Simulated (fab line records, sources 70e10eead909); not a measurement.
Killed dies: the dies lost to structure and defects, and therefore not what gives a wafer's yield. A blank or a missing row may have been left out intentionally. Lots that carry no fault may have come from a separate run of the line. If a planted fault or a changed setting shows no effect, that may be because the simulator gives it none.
fab line records	flow nand-harc
record: lots: 14	wafers: 42	last-day: 24
route steps=1159 shown A_CONTACT@869 THIN_TSV@1118 END@1159
lots with no fault: from the same line, run without faults
start-h: hours from the record's opening day to when the first of the lot's shown wafers began	wait-h: hours since the lot's step before	" the same as in the row above	L1.1+2: a single row standing in for several wafers	- no value, or no start given	* or withheld: withheld	< > ~ a bound
route shown NAME@n: a module of which the file shows steps, and the number in the route of the first	usual: mean/standard deviation taken from wafers without a fault	same: alike in all rows	chamber/n: place in a boat	sites: readings site by site	_std_site: their standard deviation	_edge_site: inner sites' mean taken away from outer sites' mean	radius-mm: how far each site lies from the wafer's centre	mask NAME#n: copy n	behind: the tool/chamber that last shaped the wafer	hold: why the lot went on hold/how many hours it stayed there/how the hold came to an end	device: the transistor (n, p or np) that didn't switch	end of line: the route-end tests of the same wafers	a step without rows: its recipe alone	killed: at the first sort, the dies lost to defects and structure; wafer yield is something else	map: per-die view of a wafer (x killed, . not killed, _ where there is no die)
set.NAME: the setting as run; set.NAME@STEP: as run at that earlier step	model.NAME: the simulator's own value behind a step, which no gauge read
steps of the route over a sample of lots; a table a step, a row a wafer
services: when a tool's chamber went out of use (start-h, in hours from the record's first day, below 0 if earlier), for how many hours, and the reason
== steps ==
step: NHARC_A_CONTACT_ETCH_118
recipe: source-w: withheld	pressure-mtorr: 20	bias-v: 3000	time-s: 94	target-depth-a: 9220	ar-flow-sccm: withheld	c4f8-flow-sccm: withheld	o2-flow-sccm: withheld	chemistry: C4F8/O2/Ar
usual: chamber-pressure-mTorr: 20.001/0.019
lot.wafer	tool	chamber	start-h	wait-h	chamber-pressure-mTorr	rf-hours-counter-h
L942.2	har-cap-etch-03	0	377.53	0.1	19.994	83
L942.3	"	0	"	"	20.030	-
L942.6	"	1	"	"	20.024	-
L941.2	har-cap-etch-02	1	378.45	0.1	19.965	13
L941.3	"	0	"	"	20.001	-
L941.5	"	0	"	"	20.039	-
L943.2	har-cap-etch-01	1	381.51	0.1	19.957	57
L943.3	"	1	"	"	19.991	-
L943.5	"	0	"	"	20.009	-
L946.2	har-cap-etch-03	1	390.95	0.1	20.015	85
L946.5	"	1	"	"	20.005	-
L946.6	"	0	"	"	20.008	-
L944.2	har-cap-etch-02	1	396.12	0.1	20.009	16
L944.3	"	0	"	"	19.991	-
L944.5	"	1	"	"	19.998	-
L945.3	har-cap-etch-03	1	401.14	0.1	19.985	-
L945.4	"	0	"	"	20.007	-
L945.5	"	1	"	"	19.975	-
L940.2	har-cap-etch-02	0	403.93	0.1	19.974	17
L940.4	"	0	"	"	20.004	-
L940.6	"	1	"	"	20.009	-
L953.1	har-cap-etch-03	1	440.05	0.1	19.977	94
L953.3	"	0	"	"	20.004	-
L953.6	"	0	"	"	20.025	-
L952.1	har-cap-etch-03	1	446.85	0.1	19.987	96
L952.3	"	1	"	"	19.978	-
L952.4	"	0	"	"	20.005	-
L956.2	har-cap-etch-01	0	469.62	0.1	19.969	72
L956.6	"	1	"	"	20.002	-
L956.5	"	0	"	"	19.993	-
L958.2	har-cap-etch-01	1	483.12	0.1	20.034	76
L958.3	"	0	"	"	20.017	-
L958.6	"	1	"	"	19.983	-
L959.2	har-cap-etch-02	1	487.54	0.1	19.991	34
L959.3	"	0	"	"	19.969	-
L959.5	"	0	"	"	20.021	-
L961.1	har-cap-etch-02	0	496.42	0.1	19.975	36
L961.2	"	1	"	"	20.025	36
L961.4	"	0	"	"	19.972	-
L963.2	har-cap-etch-02	1	509.09	0.1	20.019	38
L963.5	"	1	"	"	20.000	-
L963.6	"	0	"	"	19.997	-
step: NHARC_THIN_TSV_DESCUM_14
recipe: time-s: 3	o2-flow-sccm: 200	ar-flow-sccm: 0	bias-power-w: 0	chemistry: O2
usual: chamber-pressure-mTorr: 59.99/0.06	drypump-motor-current-A: 5.6/0.47	oes-product-au: 0.998/0.0098	rf-vpp-V: 57.6/0.84	showerhead-plenum-p-Torr: 1.85/0.072	throttle-valve-pct: 11.311/0.0094
lot.wafer	tool	chamber	start-h	wait-h	chamber-pressure-mTorr	drypump-motor-current-A	oes-product-au	rf-hours-counter-h	rf-vpp-V	showerhead-plenum-p-Torr	throttle-valve-pct
L942.3	rie-diel-12	0	431.35	-	60.00	5.5	1.020	3	58.1	1.83	11.328
L942.2	"	2	"	"	60.02	5.3	0.987	3	56.0	1.80	11.328
L942.6	"	3	"	"	60.01	4.9	1.002	-	57.0	1.89	11.312
L941.3	rie-diel-12	0	432.46	-	60.02	5.5	1.013	4	58.4	1.83	11.305
L941.2	"	1	"	"	59.96	5.8	0.989	3	56.6	1.88	11.323
L941.5	"	3	"	"	59.99	4.9	0.996	-	59.0	1.89	11.315
L943.3	rie-diel-04	1	438.76	-	60.04	5.1	0.990	19	57.6	1.86	11.299
L943.2	"	2	"	"	59.96	5.7	0.999	18	56.4	1.78	11.307
L943.5	"	3	"	"	60.03	6.4	1.001	-	56.7	1.78	11.299
L946.2	rie-diel-04	2	439.98	-	59.97	5.7	1.000	18	57.4	1.78	11.323
L946.6	"	1	"	"	59.96	5.1	1.004	-	56.6	1.86	11.313
L946.5	"	2	"	"	60.03	5.7	1.002	-	57.4	1.78	11.302
L944.3	rie-diel-12	3	448.04	-	60.13	5.0	1.004	4	58.7	1.89	11.314
L944.2	"	1	"	"	60.04	5.8	1.000	4	58.9	1.88	11.335
L944.5	"	3	"	"	60.02	5.0	1.006	-	59.9	1.89	11.297
L945.4	rie-diel-12	2	449.27	-	59.93	5.3	0.986	4	57.1	1.79	11.317
L945.3	"	3	"	"	60.04	5.0	1.001	5	56.6	1.89	11.317
L945.5	"	1	"	"	60.04	5.8	0.985	-	57.6	1.88	11.307
L940.4	rie-diel-04	3	458.59	-	59.95	6.4	0.996	20	56.6	1.78	11.316
L940.2	"	0	"	"	59.87	5.9	1.000	20	58.4	2.02	11.316
L940.6	"	3	"	"	60.02	6.3	0.993	-	58.7	1.78	11.324
L953.3	rie-diel-04	1	504.60	-	59.86	5.1	1.013	3	55.7	1.86	11.315
L953.1	"	0	"	"	60.04	5.9	1.007	3	58.5	2.02	11.301
L953.6	"	2	"	"	59.99	5.7	1.003	-	56.7	1.78	11.315
L952.1	rie-diel-04	1	513.23	-	60.02	5.1	1.006	4	56.6	1.86	11.313
L952.4	"	2	"	"	60.04	5.7	0.982	4	56.7	1.78	11.312
L952.3	"	3	"	"	60.11	6.4	1.012	3	57.4	1.78	11.306
L956.2	rie-diel-12	0	528.30	-	59.91	5.5	1.007	12	57.8	1.83	11.323
L956.5	"	2	"	"	59.98	5.3	0.976	-	57.6	1.79	11.309
L956.6	"	3	"	"	59.96	4.9	0.997	-	58.0	1.89	11.304
L958.2	rie-diel-04	1	535.09	-	60.06	5.1	1.012	7	57.7	1.85	11.314
L958.3	"	2	"	"	59.94	5.7	0.986	7	56.5	1.78	11.317
L958.6	"	1	"	"	59.95	5.1	1.010	-	57.6	1.85	11.308
L959.3	rie-diel-04	1	538.01	-	60.10	5.1	1.005	7	59.7	1.85	11.321
L959.2	"	2	"	"	60.01	5.7	0.993	7	56.9	1.78	11.323
L959.5	"	0	"	"	60.05	5.9	0.991	-	59.1	2.02	11.308
L961.1	rie-diel-04	1	546.01	-	59.99	5.1	1.003	8	58.1	1.85	11.310
L961.2	"	3	"	"	59.96	6.4	1.014	7	58.0	1.78	11.297
L961.4	"	0	"	"	59.96	5.9	0.984	8	58.6	2.02	11.312
L963.2	rie-diel-09	3	558.46	-	60.00	6.2	0.989	7	57.1	1.85	11.294
L963.5	"	2	"	"	59.94	6.4	0.997	-	56.0	1.80	11.330
L963.6	"	3	"	"	60.00	6.2	0.987	-	57.1	1.85	11.326
step: NHARC_THIN_TSV_CD_MEAS_37
usual: cd-nm: 4999.5/2.5
lot.wafer	tool	chamber	start-h	wait-h	cd-nm
L942.2	cd-sem-03	-	438.58	-	4997.9
L942.3	"	-	"	"	4997.9
L942.6	"	-	"	"	4997.9
L941.2	cd-sem-01	-	439.53	-	4998.4
L941.3	"	-	"	"	5002.2
L941.5	"	-	"	"	4997.0
L943.2	cd-sem-03	-	446.13	-	5004.7
L943.3	"	-	"	"	4998.3
L943.5	"	-	"	"	4997.2
L946.2	cd-sem-03	-	447.48	-	5000.4
L946.5	"	-	"	"	4998.4
L946.6	"	-	"	"	5001.2
L944.2	cd-sem-01	-	456.31	-	4998.4
L944.3	"	-	"	"	4999.9
L944.5	"	-	"	"	4997.8
L945.3	cd-sem-02	-	456.88	-	5001.6
L945.4	"	-	"	"	5002.6
L945.5	"	-	"	"	4998.5
L940.2	cd-sem-01	-	465.77	-	4999.8
L940.4	"	-	"	"	5001.4
L940.6	"	-	"	"	5000.1
L953.1	cd-sem-01	-	512.01	-	5001.7
L953.3	"	-	"	"	4996.5
L953.6	"	-	"	"	4997.7
L952.1	cd-sem-02	-	521.29	-	4997.9
L952.3	"	-	"	"	4999.1
L952.4	"	-	"	"	5000.8
L956.2	cd-sem-02	-	535.73	-	4999.5
L956.5	"	-	"	"	5001.9
L956.6	"	-	"	"	5001.2
L958.2	cd-sem-02	-	542.44	-	5000.6
L958.3	"	-	"	"	5003.5
L958.6	"	-	"	"	5001.0
L959.2	cd-sem-02	-	545.63	-	4999.6
L959.3	"	-	"	"	4996.1
L959.5	"	-	"	"	4998.9
L961.1	cd-sem-02	-	553.23	-	4994.8
L961.2	"	-	"	"	5000.3
L961.4	"	-	"	"	4992.8
L963.2	cd-sem-01	-	566.01	-	4997.9
L963.5	"	-	"	"	4999.8
L963.6	"	-	"	"	5002.6
step: NHARC_END_SORT_01
recipe: temp-c: 25
usual: killed-at-array: 21/8.9	killed-at-other: 0.8/1.3	killed-at-periphery: 3.6/2.4	killed-dies: 26/8.9	killed-open: 3.1/1.8	killed-short: 1.9/1.3
same: gross-dies: 677
lot.wafer	tool	chamber	start-h	wait-h	killed-at-array	killed-at-other	killed-at-periphery	killed-dies	killed-open	killed-short
L953.1	prober-01	0	523.54	2.5	30	2	7	39	4	1
L953.3	prober-01	0	525.14	3.1	117	0	8	125	5	2
L953.6	prober-01	0	527.54	4.0	98	0	0	98	4	0
L952.1	prober-02	0	528.56	2.5	24	0	4	28	3	4
L952.3	prober-02	0	530.17	3.1	20	2	4	26	6	1
L952.4	prober-02	0	530.97	3.4	81	1	4	86	6	1
killed by level:class
L953.1 A_CHANNEL_HOLE_D1:chamber-film-flake=20 P_ZERO_WELL:chamber-film-flake=4 A_SLIT:chamber-film-flake=4 A_CONTACT:geometric-particle:open=2 A_CONTACT:chamber-film-flake=2 HYBRID_BOND:chamber-film-flake=2 P_GATE:geometric-particle:short=1 P_GATE:geometric-particle:open=1
L953.3 A_CONTACT:unspecified=80 A_CHANNEL_HOLE_D1:chamber-film-flake=14 A_SLIT:chamber-film-flake=14 P_ZERO_WELL:chamber-film-flake=5 A_STAIRCASE:chamber-film-flake=2 P_GATE:geometric-particle:open=1 P_M1:geometric-particle:open=1 A_CHANNEL_FILL_D1:geometric-particle:open=1
L953.6 A_CONTACT:unspecified=72 A_CHANNEL_HOLE_D1:chamber-film-flake=11 A_SLIT:chamber-film-flake=9 A_BLC:geometric-particle:open=2 A_CHANNEL_FILL_D1:geometric-particle:open=1 A_M0:geometric-particle:open=1 A_WL_FILL:chamber-film-flake=1 A_CONTACT:chamber-film-flake=1
L952.1 A_SLIT:chamber-film-flake=11 A_CHANNEL_HOLE_D1:chamber-film-flake=4 A_WL_FILL:geometric-particle:short=2 P_STI:chamber-film-flake=2 P_M0:geometric-particle:open=1 A_CHANNEL_FILL_D1:geometric-particle:open=1 A_CHANNEL_FILL_D1:geometric-particle:short=1 A_SGD_CUT:geometric-particle:open=1
L952.3 A_SLIT:chamber-film-flake=11 A_CONTACT:geometric-particle:open=3 A_CONTACT:chamber-film-flake=3 P_CONTACT:geometric-particle:open=2 A_CHANNEL_HOLE_D1:chamber-film-flake=2 THIN_TSV:chamber-film-flake=2 P_GATE:geometric-particle:open=1 A_ONON_D1:geometric-particle:short=1
L952.4 A_CONTACT:unspecified=73 A_WL_FILL:geometric-particle:open=2 A_SLIT:chamber-film-flake=2 P_CONTACT:geometric-particle:open=1 P_CONTACT:geometric-particle:short=1 P_M1:geometric-particle:open=1 A_CONTACT:geometric-particle:open=1 A_M1:geometric-particle:open=1
== services ==
tool	chamber	start-h	hours	kind
rie-diel-04	-	366.02	0.3	repair
rie-diel-04	0	371.48	-	clean
rie-diel-04	1	371.48	-	clean
rie-diel-04	2	371.48	-	clean
rie-diel-04	3	371.48	-	clean
rie-diel-12	-	379.40	9.0	pm
rie-diel-09	1	389.24	17.3	repair
rie-diel-04	0	395.98	-	clean
rie-diel-04	1	395.98	-	clean
rie-diel-04	2	395.98	-	clean
rie-diel-04	3	395.98	-	clean
rie-diel-12	1	397.89	6.5	repair
rie-diel-04	3	418.59	6.9	repair
rie-diel-09	1	426.32	7.5	repair
rie-diel-09	-	431.10	9.0	pm
rie-diel-04	0	436.96	6.9	repair
rie-diel-04	-	465.98	9.0	pm
rie-diel-12	3	474.21	19.8	repair
rie-diel-09	0	476.91	8.3	repair
rie-diel-04	-	500.12	0.5	repair
har-cap-etch-03	-	545.15	17.0	pm
rie-diel-04	3	550.71	15.3	repair
rie-diel-12	-	550.89	0.3	repair
rie-diel-12	-	556.54	9.0	pm
== key ==
first-sign: step: NHARC_END_SORT_01	reading: killed-at-array	direction: up	sigmas: 8.7	usual: 21	struck: 99
effect: step: NHARC_END_SORT_01	reading: killed-dies	direction: up	sigmas: 8.7	usual: 26	struck: 103
more-kills-born-at: NHARC_A_CONTACT_ETCH_118@har-cap-etch-03: 224
met-at NHARC_A_CONTACT_ETCH_118
struck-lots L952,L953
struck-wafers L952.4,L953.3,L953.6
tester-left-out L952,L953
not-acting-at NHARC_THIN_TSV_DESCUM_14,NHARC_THIN_TSV_CD_MEAS_37
onset-between 401.14 440.05
fault: kind: chamber-particle-source	tool: har-cap-etch-03	chamber: 0	onset-h: 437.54	steps: NHARC_A_CONTACT_ETCH_118	rate-per-visit-cm2: 0.80447	end-h: 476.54
tester-left-out: of these lots the tester's yield and bins aren't shown, on N5 and GAA mostly nor the transistor test; their killed dies are dies lost to structure and defects alone, not to doping, threshold or leakage, so they don't give the yield
